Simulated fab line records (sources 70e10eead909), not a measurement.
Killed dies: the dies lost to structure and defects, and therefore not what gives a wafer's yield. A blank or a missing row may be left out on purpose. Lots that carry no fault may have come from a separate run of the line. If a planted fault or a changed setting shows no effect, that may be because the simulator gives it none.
A struck lot beside a sound one | flow nand harc | 39 steps out of a route of 1302
Sound: these wafers, L585.2, L585.5, L585.6. Wafers L595.1, L595.4, L595.5 were the ones struck. Last of all comes the cause.
Per side, at each step with rows, come the tool, then ch with its chambers, and then its first start. Under that, the readings that differ: sound wafers | struck wafers | difference of the means | sigmas: that difference in standard deviations of wafers without a fault.
alike: readings whose means differ by less than 2 such deviations, and words and numbers that are the same on both sides. not compared: withheld readings, readings that some wafer has no value for, bounds like >300 that may hide the same value, and numbers for which the record gives no deviation and whose values overlap.
Wherever a step has rows on one side only, a row that says differs or no value, or a row with sigmas, the two part there. When numbers do not overlap yet have no deviation, they are printed without sigmas and do not part them. A reading missing from all wafers of one side parts the sides only when that side holds two or more wafers.

first, 11 steps without rows for these wafers: NHARC_P_GATE_HMDS_04 (time 30 s); NHARC_P_GATE_COAT_05; NHARC_P_GATE_SOFTBAKE_06 (time 95 s); NHARC_P_GATE_EBR_07; NHARC_P_GATE_EXPOSE_08 (exposes mask P HV); NHARC_P_GATE_PEB_09 (peb time 85 s); NHARC_P_GATE_DEVELOP_10 (time 70 s); NHARC_P_GATE_HARDBAKE_12 (time 80 s); NHARC_P_GATE_DESCUM_13 (chemistry O2, time 3 s); NHARC_P_GATE_ETCH_14 (etches SiO2 in dHF, target depth 48.8 nm); NHARC_P_GATE_STRIP_15 (strips in SPM, time 780 s).
NHARC_P_GATE_PRECLEAN_71: cleans in SC1.
  sound on wet bench-02 ch 2,3,4, day 4 22:58; struck on wet bench-01 ch 0,6,7, day 8 11:46
then, 25 steps without rows for these wafers: NHARC_P_GATE_SRD_72; NHARC_P_GATE_OXIDE_16 (material SiO2, target thk 3 nm, ox time 392 s); NHARC_P_GATE_CVD_17 (deposits poly-Si, target thk 150 nm, time 900 s); NHARC_P_GATE_HM_DEP_102 (deposits aC, target thk 120 nm); NHARC_P_GATE_DEP_103 (deposits SiON, target thk 30 nm); NHARC_P_GATE_DEHYDRATE_18 (time 120 s); NHARC_P_GATE_HMDS_19 (time 30 s); NHARC_P_GATE_COAT_20 (resist thk 90 nm); NHARC_P_GATE_SOFTBAKE_21 (time 55 s); NHARC_P_GATE_EBR_22; NHARC_P_GATE_EXPOSE_23 (exposes mask P GATE, target cd 120 nm); NHARC_P_GATE_PEB_24 (peb time 65 s); NHARC_P_GATE_DEVELOP_25 (develop time 35 s); NHARC_P_GATE_DESCUM_31 (chemistry O2, time 3 s); NHARC_P_GATE_ETCH_104 (etches the open film in CF4/CHF3, target depth 60 nm); NHARC_P_GATE_HM_OPEN_105 (chemistry O2/COS, target depth 360 nm); NHARC_P_GATE_STRIP_106 (strips in O2/COS); NHARC_P_GATE_ETCH_114 (etches the open film in CF4/O2, target depth 30 nm, overetch 3 nm, time 16.5 s); NHARC_P_GATE_ETCH_32 (etches the open film in HBr/Cl2, target depth 150 nm, time 100.1 s); NHARC_P_GATE_STRIP_108 (strips in O2); NHARC_P_GATE_STRIP_35 (strips in SPM, time 600 s); NHARC_P_GATE_PRECLEAN_73 (cleans in SC1); NHARC_P_GATE_SRD_74; NHARC_P_GATE_ALD_36 (deposits SiNx, target thk 20 nm, pulse time 60 s, ald cycles 223); NHARC_P_GATE_ETCHBACK_37 (etches the open film in CHF3/O2, target depth 34.5 nm, time 17.2 s).
-- break in the record here, with 21 days between the starts of the struck wafers on either side (left off in module P_GATE, picked up again in module END, where the first step shown is number 1301 on the route) --
NHARC_END_WLT_00:
  sound: prober-02 at day 25 13:16; struck: prober-01 at day 29 02:57
  reading                           | sound             | struck            | difference | sigmas
  VT_DECK1_BOTTOM                   | 0.860 0.864 0.860 | 0.887 0.891 0.900 | +0.031     | +4
  VT_DECK1_BOTTOM_INNER             | 0.855 0.860 0.863 | 0.899 0.894 0.896 | +0.037     | +5
  VT_DECK1_MEDIAN_NEAR_BOTTOM       | 0.863 0.864 0.872 | 0.902 0.901 0.898 | +0.034     | +5
  VT_DECK1_MEDIAN_NEAR_BOTTOM_INNER | 0.868 0.866 0.878 | 0.894 0.893 0.893 | +0.023     | +3
  VT_DECK1_MIDDLE                   | 0.882 0.873 0.880 | 0.912 0.914 0.910 | +0.034     | +5
  VT_DECK1_MIDDLE_INNER             | 0.875 0.877 0.884 | 0.911 0.907 0.910 | +0.031     | +4
  VT_DECK1_TOP                      | 0.889 0.891 0.889 | 0.915 0.925 0.916 | +0.029     | +4
  VT_DECK1_TOP_INNER                | 0.892 0.887 0.890 | 0.916 0.924 0.920 | +0.030     | +5
  VT_DECK2_BOTTOM_INNER             | 0.874 0.873 0.876 | 0.884 0.889 0.889 | +0.013     | +2
  VT_DECK2_MEDIAN_NEAR_BOTTOM       | 0.875 0.874 0.874 | 0.892 0.894 0.882 | +0.015     | +2
  VT_DECK2_MEDIAN_NEAR_BOTTOM_INNER | 0.869 0.879 0.874 | 0.889 0.893 0.892 | +0.017     | +3
  VT_DECK2_MIDDLE                   | 0.891 0.879 0.895 | 0.912 0.917 0.911 | +0.025     | +4
  VT_DECK2_MIDDLE_INNER             | 0.893 0.890 0.888 | 0.913 0.903 0.909 | +0.018     | +3
  VT_DECK2_TOP                      | 0.904 0.904 0.900 | 0.926 0.914 0.925 | +0.019     | +3
  VT_DECK2_TOP_INNER                | 0.903 0.903 0.908 | 0.932 0.927 0.920 | +0.022     | +3
  alike: VT_DECK2_BOTTOM
NHARC_END_SORT_01:
  sound on prober-02 ch 0, day 25 16:32; struck on prober-01 ch 0, day 29 06:01
  alike: killed at array, killed at other, killed at periphery, killed dies, killed open, killed short

## WHERE THEY PART
Only at NHARC_END_WLT_00, within this record. Later steps at which nothing parts them and some readings are alike: NHARC_END_SORT_01.

WHY: what had been put in by the simulator
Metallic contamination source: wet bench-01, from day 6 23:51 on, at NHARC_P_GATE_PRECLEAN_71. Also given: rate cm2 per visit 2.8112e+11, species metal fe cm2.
